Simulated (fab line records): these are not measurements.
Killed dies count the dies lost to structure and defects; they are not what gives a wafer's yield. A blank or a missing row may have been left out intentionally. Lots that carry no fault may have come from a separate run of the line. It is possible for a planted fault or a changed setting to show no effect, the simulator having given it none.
Split-lot experiment    flow n5 finfet    7 lots, 39 wafers read, on a route of 1938 steps

== ON THE SPLIT ==
At N5_BEOL_M10_ETCH_62 (etches SOC in N2/H2, target depth 110 nm, overetch 22 nm, time 165 s), the setting time s was moved away from the recipe's 165 s on 12 of the 39 wafers read, by -46.9% to +41.8%. The other wafers ran this setting at the recipe's value.

The reading comes from the split's own step.

== THE READING ==
SiARC_of_BEOL_M10_COAT_60.thk nm (the simulator's own value, which no gauge read), in nm, at N5_BEOL_M10_ETCH_62 (etches SOC in N2/H2, target depth 110 nm, overetch 22 nm, time 165 s). The file gives no usual value for it. Here, 27 wafers ran the recipe; their average is 23.6 nm with a standard deviation of 0.29 nm.

wafer   tool, chamber at the split  time s as run, s  against the recipe  SiARC_of_BEOL_M10_COAT_60.thk nm, nm  against lot-mates on the recipe
L074.1  rie diel-04, 3              111.9             -32.2%              26.2                                  +2.4
L074.2  rie diel-04, 0              165               recipe              23.6                                  -
L074.5  rie diel-04, 0              165               recipe              23.6                                  -
L074.3  rie diel-04, 1              111.9             -32.2%              25.6                                  +1.8
L074.4  rie diel-04, 2              111.9             -32.2%              26                                    +2.2
L074.6  rie diel-04, 3              165               recipe              24.2                                  -
L081.1  rie diel-05, 2              233.9             +41.8%              20.6                                  -3.3
L081.2  rie diel-05, 3              233.9             +41.8%              20.8                                  -3.1
L081.3  rie diel-05, 1              233.9             +41.8%              21.8                                  -2.1
L081.4  rie diel-05, 0              165               recipe              23.8                                  -
L081.5  rie diel-05, 0              165               recipe              23.8                                  -
L081.6  rie diel-05, 1              165               recipe              24.2                                  -
L079.2  rie diel-01, 0,1            165               recipe              23.6                                  -
L079.3  rie diel-01, 0,1            165               recipe              23.6                                  -
L079.5  rie diel-01, 2              165               recipe              23.2                                  -
L082.1  rie diel-04, 1              165               recipe              23.2                                  -
L082.2  rie diel-04, 3,2,3          165               recipe              23.8                                  -
L082.3  rie diel-04, 3,2,3          165               recipe              23.8                                  -
L082.6  rie diel-04, 3,2,3          165               recipe              23.8                                  -
L082.4  rie diel-04, 0              165               recipe              23.6                                  -
L082.5  rie diel-04, 2              165               recipe              24                                    -
L090.1  rie diel-05, 1              165               recipe              23.8                                  -
L090.2  rie diel-05, 3              165               recipe              23.4                                  -
L090.6  rie diel-05, 3              165               recipe              23.4                                  -
L090.3  rie diel-05, 0              165               recipe              23.6                                  -
L090.4  rie diel-05, 2              165               recipe              23                                    -
L090.5  rie diel-05, 2              165               recipe              23.2                                  -
L092.1  rie diel-04, 3,2            165               recipe              23.8                                  -
L092.3  rie diel-04, 3,2            165               recipe              23.8                                  -
L092.2  rie diel-04, 1              87.66             -46.9%              26.4                                  +2.7
L092.4  rie diel-04, 0              87.66             -46.9%              26.6                                  +2.9
L092.5  rie diel-04, 0              165               recipe              23.4                                  -
L092.6  rie diel-04, 3              87.66             -46.9%              26.8                                  +3.1
L095.1  rie diel-04, 0              165               recipe              23.4                                  -
L095.6  rie diel-04, 0              165               recipe              23.4                                  -
L095.2  rie diel-04, 2              165               recipe              23.8                                  -
L095.3  rie diel-04, 3              194.3             +17.8%              22.6                                  -0.9
L095.5  rie diel-04, 3              194.3             +17.8%              22.6                                  -0.9
L095.4  rie diel-04, 1              194.3             +17.8%              21.8                                  -1.7
Rows listing several chambers each stand for several wafers; the file does not say which wafer went through which chamber.

THE FIT
A straight line over all 39 wafers: SiARC_of_BEOL_M10_COAT_60.thk nm changes by -0.0649 nm for each +1% of time s; r = -0.97; the points scatter about the line by 0.33 nm.
The same after taking each lot's own level away (the mean of its wafers on the recipe; 39 wafers): -0.0657 nm for each +1%; r = -0.98; scatter 0.29 nm.
According to that fit, moving time s by its largest amount changes the reading by 3.1 nm.
From 23.40 to 23.93 nm: that is the span of the lots' own levels, equal to 1.8 times the standard deviation above.
So the lot-to-lot level changes the slope little: the two slopes agree.
Check: with one of the wafers moved furthest among these (-46.9%) left out of the fit, the line predicts +3.12 nm for it against its lot-mates. Against them it came out at +2.73 nm.

== FURTHER SPLITS ON THESE WAFERS ==
Other splits were also applied to these wafers ahead of the reading. Each is held against what the fit with the lots' levels taken away leaves over:
other split on the same wafers  wafers away from the commonest value  r with SiARC_of_BEOL_M10_COAT_60.thk nm (lot level and that fit taken away)
N5_BEOL_M8_PECVD_70 time s      15                                    -0.03

== THE WHOLE CHAIN: every reading that the file lists as answering this split, in the file's order ==
step                     what it does                                                          reading                                                                            change (the file's fit)                                                               r (the file's)
N5_BEOL_M10_ETCH_62      etches SOC in N2/H2, target depth 110 nm, overetch 22 nm, time 165 s  SiARC_of_BEOL_M10_COAT_60.thk nm (the simulator's own value, which no gauge read)  -0.0656 nm for each +1% of the setting                                                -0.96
N5_BEOL_M10_HM_OPEN_17   chemistry Cl2/BCl3, target TiN, target depth 20 nm, overetch 6 nm     etch.depth nm (the simulator's own value, which no gauge read)                     not straight: 19.92 at the lowest setting, 19.97 at the recipe, 13.61 at the highest  not given
N5_BEOL_M10_OCD_MEAS_38                                                                        trench depth nm                                                                    not straight: 0 at the lowest setting, 147 at the recipe, 148 at the highest          not given

== THE FILE'S OWN FIT ==
SiARC_of_BEOL_M10_COAT_60.thk nm changes by -0.0656 nm for each +1% of time s, r = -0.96.
